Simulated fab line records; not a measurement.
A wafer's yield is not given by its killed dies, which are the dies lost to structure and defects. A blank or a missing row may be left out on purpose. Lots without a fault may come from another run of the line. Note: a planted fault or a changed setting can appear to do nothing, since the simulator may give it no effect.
Matching of chambers / flow nand harc / 4 sister chambers for NHARC_P_M2_CMP_23 on cmp-04
The step polishes, t overpolish 20 s, target thk 144.3 nm. 18 wafers are shown with their chamber, then 9 later ones without.

== WAFERS PAIRED WITH THEIR CHAMBERS ==
wafer=L074.3; chamber=3; motor current A (A)=10.6; time to endpoint s (s)=29.1
wafer=L074.4; chamber=1; motor current A (A)=11.8; time to endpoint s (s)=29.7
wafer=L074.6; chamber=0; motor current A (A)=12.2; time to endpoint s (s)=30.0
wafer=L078.2; chamber=2; motor current A (A)=12.8; time to endpoint s (s)=25.1
wafer=L078.5; chamber=1; motor current A (A)=12.0; time to endpoint s (s)=28.9
wafer=L078.6; chamber=0; motor current A (A)=12.8; time to endpoint s (s)=29.5
wafer=L081.1; chamber=0; motor current A (A)=12.5; time to endpoint s (s)=29.0
wafer=L081.2; chamber=3; motor current A (A)=10.8; time to endpoint s (s)=31.7
wafer=L081.5; chamber=2; motor current A (A)=11.4; time to endpoint s (s)=28.7
wafer=L082.1; chamber=3; motor current A (A)=11.7; time to endpoint s (s)=29.8
wafer=L082.2; chamber=2; motor current A (A)=12.0; time to endpoint s (s)=27.4
wafer=L082.4; chamber=0; motor current A (A)=13.2; time to endpoint s (s)=28.6
wafer=L085.1; chamber=0; motor current A (A)=12.8; time to endpoint s (s)=31.0
wafer=L085.2; chamber=3; motor current A (A)=10.8; time to endpoint s (s)=31.3
wafer=L085.5; chamber=2; motor current A (A)=11.6; time to endpoint s (s)=29.4
wafer=L090.1; chamber=0; motor current A (A)=12.3; time to endpoint s (s)=32.0
wafer=L090.2; chamber=1; motor current A (A)=11.9; time to endpoint s (s)=32.0
wafer=L090.6; chamber=1; motor current A (A)=12.3; time to endpoint s (s)=30.5

SIGNATURES, as means of the wafers listed above
reading=motor current A; chamber 0=12.633; chamber 1=12.000; chamber 2=11.950; chamber 3=10.975; scatter within a chamber=0.44
reading=time to endpoint s; chamber 0=30.017; chamber 1=30.275; chamber 2=27.650; chamber 3=30.475; scatter within a chamber=1.43
Rule: a wafer's distance from a chamber is the root of the sum, over the readings, of the square of ((its reading less the chamber's mean) divided by the reading's scatter). If the next closest chamber is less than 2 further off than the closest, the wafer can't be placed; otherwise it belongs to the closest. The scatter is the square root of a quotient: the sum, over the shown wafers, of each reading's squared deviation from its chamber's mean, divided by wafers minus chambers.

== WAFERS MISSING THEIR CHAMBER ==
wafer=L094.1; motor current A (A)=12.9; time to endpoint s (s)=31.8
wafer=L094.2; motor current A (A)=11.8; time to endpoint s (s)=28.0
wafer=L094.4; motor current A (A)=12.2; time to endpoint s (s)=30.7
wafer=L093.2; motor current A (A)=13.1; time to endpoint s (s)=31.8
wafer=L093.5; motor current A (A)=11.9; time to endpoint s (s)=31.7
wafer=L093.6; motor current A (A)=12.0; time to endpoint s (s)=30.0
wafer=L095.2; motor current A (A)=10.7; time to endpoint s (s)=34.2
wafer=L095.3; motor current A (A)=12.0; time to endpoint s (s)=31.5
wafer=L095.4; motor current A (A)=12.2; time to endpoint s (s)=32.8

== WHICH CHAMBER EACH ONE RAN IN ==
wafer=L094.1; from the rows above=can't be placed: 0 or 1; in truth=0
wafer=L094.2; from the rows above=can't be placed: 2 or 1 or 0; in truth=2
wafer=L094.4; from the rows above=can't be placed: 1 or 0 or 2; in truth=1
wafer=L093.2; from the rows above=can't be placed: 0 or 1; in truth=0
wafer=L093.5; from the rows above=can't be placed: 1 or 0 or 3 or 2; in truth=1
wafer=L093.6; from the rows above=can't be placed: 1 or 0 or 2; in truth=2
wafer=L095.2; from the rows above=can't be placed: 3 or 1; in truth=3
wafer=L095.3; from the rows above=can't be placed: 1 or 0 or 3 or 2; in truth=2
wafer=L095.4; from the rows above=can't be placed: 1 or 0 or 3 or 2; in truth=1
Correct placement for 0 of the 9. These rows do not allow placing 9 (true chamber among the candidates in 9). Placed wrongly: 0.
